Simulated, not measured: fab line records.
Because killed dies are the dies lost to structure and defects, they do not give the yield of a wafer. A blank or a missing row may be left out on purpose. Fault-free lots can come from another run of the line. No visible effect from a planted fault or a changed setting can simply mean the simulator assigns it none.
2 desks, one fault ; flow n5-finfet ; only its own numbers are on each desk; what lay behind them is given at the end

== THE TOOL OWNER'S DESK: pecvd-01 ==
The tool's own readings at N5_GATE_CUT_HM_DEP_46 (deposits SiO2 from TEOS/O2, target thk 130 nm, time 26.6 s): means of the sampled wafers that have a number, for each lot that ran on this tool. If a lot's mean is further than 4 standard deviations from the usual mean, the lot is out of limits and carries the mark OUT (the distance appears in the brackets).
Columns: A = heater-power-w at N5_GATE_CUT_HM_DEP_46, usual 542 W; B = showerhead-plenum-p-Torr at N5_GATE_CUT_HM_DEP_46, usual 8.354 Torr; C = throttle-valve-pct at N5_GATE_CUT_HM_DEP_46, usual 19.0 %
lot;first seen here;A;B;C
L748;day 5 00:44;565;8.352;19.3
L756;day 7 04:26;557;8.348;19.4
L762;day 8 10:11;581;8.337;19.4
L765;day 9 06:01;486;8.322;19.1
L767;day 9 17:42;528;8.346;19.4
This desk's verdict: no lot among the 5 shows anything out of limits.

== THE METROLOGY DESK ==
What the gauges read for every lot (on any tool): the sampled wafers with a number, averaged. If a lot's mean is further than 4 standard deviations from the usual mean, the lot is out of limits and carries the mark OUT (the distance appears in the brackets). 7 of its 11 readings are shown: the first one out of limits and those lying furthest out on some lot.
Columns: A = GC_FILL_THK at N5_GATE_CUT_THK_MEAS_24, usual 219.1 nm; B = DIBL_N at N5_BEOL_M4_RC_MEAS_101, usual 36.4 mV/V; C = DIBL_P at N5_BEOL_M4_RC_MEAS_101, usual 36.1 mV/V; D = IOFF_N at N5_BEOL_M4_RC_MEAS_101, usual 0.156 nA/um; E = IOFF_P at N5_BEOL_M4_RC_MEAS_101, usual 0.21 nA/um; F = SS_N at N5_BEOL_M4_RC_MEAS_101, usual 71.5 mV/dec; G = VT_N at N5_BEOL_M4_RC_MEAS_101, usual 250.0 mV
lot;first seen here;A;B;C;D;E;F;G
L748;day 5 04:05;218.8;37.6;38.4;0.185;0.23;72.2;246.2
L749;day 5 09:13;220.9;36.3;37.4;0.171;0.21;71.5;247.6
L756;day 7 09:06;220.8;36.2;35.8;0.157;0.21;71.3;248.8
L757;day 7 10:37;219.5;39.3;39.2;0.201;0.27;72.3;245.3
L762;day 8 13:47;161.0 (-29) OUT;36.6;34.9;0.138;0.18;71.3;251.5
L765;day 9 09:06;157.3 (-31) OUT;37.3;36.2;0.170;0.24;71.5;248.3
L767;day 9 20:47;190.1 (-15) OUT;36.3;35.5;0.138;0.19;71.4;252.9
This desk finds L762, L765, L767 out of limits, with the earliest case on L762 at day 8 13:47 (GC_FILL_THK at N5_GATE_CUT_THK_MEAS_24). In limits: L748, L749, L756, L757.

== PUT TOGETHER ==
L762, L765, L767 would have let the metrology desk raise an alarm at day 8 13:47.
The tool owner's desk saw nothing out of limits.
Tool owner's desk: L762, L765, L767 on record, inside its limits.
Of the lots named, all ran N5_GATE_CUT_HM_DEP_46 on pecvd-01.

== WHAT THE SIMULATOR HAD PUT IN ==
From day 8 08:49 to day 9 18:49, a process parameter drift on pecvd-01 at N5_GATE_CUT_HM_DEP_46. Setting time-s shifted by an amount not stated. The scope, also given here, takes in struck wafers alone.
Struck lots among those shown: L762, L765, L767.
Hours from the fault's start to each desk's first reading out of limits: the metrology desk, 5.
